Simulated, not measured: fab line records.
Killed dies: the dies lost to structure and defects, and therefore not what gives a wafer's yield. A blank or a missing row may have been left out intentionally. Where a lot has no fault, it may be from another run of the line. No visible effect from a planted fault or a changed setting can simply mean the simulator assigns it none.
One fault through the eyes of 2 desks	flow n5_finfet	numbers are kept per desk, each desk with only its own; the story behind them comes last

THE METROLOGY DESK
Lot by lot, what the gauges showed, no matter which tool ran the lot: averages of those sampled wafers that carry a number. Any lot whose mean is over 4 standard deviations away from the usual mean is out of limits and marked OUT; that distance is given in the brackets. 7 of its 11 readings are shown, namely those furthest out on some lot.
Columns: A = PWELL_OVL at N5_WELL_APT_OVL_MEAS_26, usual -2 nm; B = DIBL_N at N5_BEOL_M4_RC_MEAS_101, usual 36.5 mV/V; C = DIBL_P at N5_BEOL_M4_RC_MEAS_101, usual 36.5 mV/V; D = IOFF_P at N5_BEOL_M4_RC_MEAS_101, usual 0.22 nA/um; E = ION_N at N5_BEOL_M4_RC_MEAS_101, usual 677 uA/um; F = ION_P at N5_BEOL_M4_RC_MEAS_101, usual 463 uA/um; G = VT_P at N5_BEOL_M4_RC_MEAS_101, usual -250 mV
lot	first seen here	A	B	C	D	E	F	G
L366	day 1 14:58	-4	34.3	33.3	0.17	662	450	-254
L370	day 2 14:58	-6	37.4	37.3	0.22	679	467	-249
L371	day 2 20:50	-8	36.4	36.2	0.22	685	471	-247
L372	day 3 03:02	4	34.9	35.6	0.19	673	465	-252
L374	day 3 15:14	0	35.5	35.0	0.20	677	463	-251
L384	day 6 03:16	-16	37.4	37.5	0.22	673	463	-250
L386	day 6 14:58	1	34.8	36.3	0.19	677	465	-251
L387	day 6 20:59	-6	34.7	34.5	0.20	656	460	-250
L388	day 7 03:08	-3	37.0	37.6	0.25	681	471	-246
Result from this desk: across the 9 lots, nothing is out of limits.

DESK OF THE TOOL OWNER: rie_si-06
The tool's own readings at N5_PMOS_HMC_CHANNEL_EPI_ETCH_38 (etches SiO2 in CF4, target depth 1.5 nm): means of the sampled wafers that have a number, for each lot that ran on this tool. Any lot whose mean is over 4 standard deviations away from the usual mean is out of limits and marked OUT; that distance is given in the brackets.
Columns: A = bias_w at N5_PMOS_HMC_CHANNEL_EPI_ETCH_38, usual 400.1 W; B = chamber_pressure_mTorr at N5_PMOS_HMC_CHANNEL_EPI_ETCH_38, usual 10.000 mTorr; C = drypump_motor_current_A at N5_PMOS_HMC_CHANNEL_EPI_ETCH_38, usual 5.6 A; D = he_backside_leak_sccm at N5_PMOS_HMC_CHANNEL_EPI_ETCH_38, usual 2.7 sccm; E = oes_product_au at N5_PMOS_HMC_CHANNEL_EPI_ETCH_38, usual 0.995 a.u.; F = throttle_valve_pct at N5_PMOS_HMC_CHANNEL_EPI_ETCH_38, usual 21.77 %
lot	first seen here	A	B	C	D	E	F
L371	day 2 23:48	400.2	9.998	5.4	2.6	0.979	21.60
L372	day 3 06:18	400.7	10.006	5.6	2.9	0.990	21.76
L384	day 6 06:00	405.6 (+4.6) OUT	9.996	5.7	2.6	0.986	21.56
This desk finds L384 out of limits, L384 being first, at day 6 06:00 (bias_w at N5_PMOS_HMC_CHANNEL_EPI_ETCH_38). In limits: L371, L372.

BROUGHT TOGETHER
The tool owner's desk had the chance to raise an alarm at day 6 06:00 on L384.
Nothing out of limits was seen by the metrology desk.
The metrology desk has L384 on record, within its limits.
The lots listed all ran N5_PMOS_HMC_CHANNEL_EPI_ETCH_38 on rie_si-06.

WHAT WAS PUT IN BY THE SIMULATOR
rie_si-06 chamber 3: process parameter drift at N5_PMOS_HMC_CHANNEL_EPI_ETCH_38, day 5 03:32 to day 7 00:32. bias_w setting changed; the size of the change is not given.
Lots struck among those shown: L384.
Delay in hours, fault start to first out-of-limits reading, by desk: the tool owner's desk at 26.
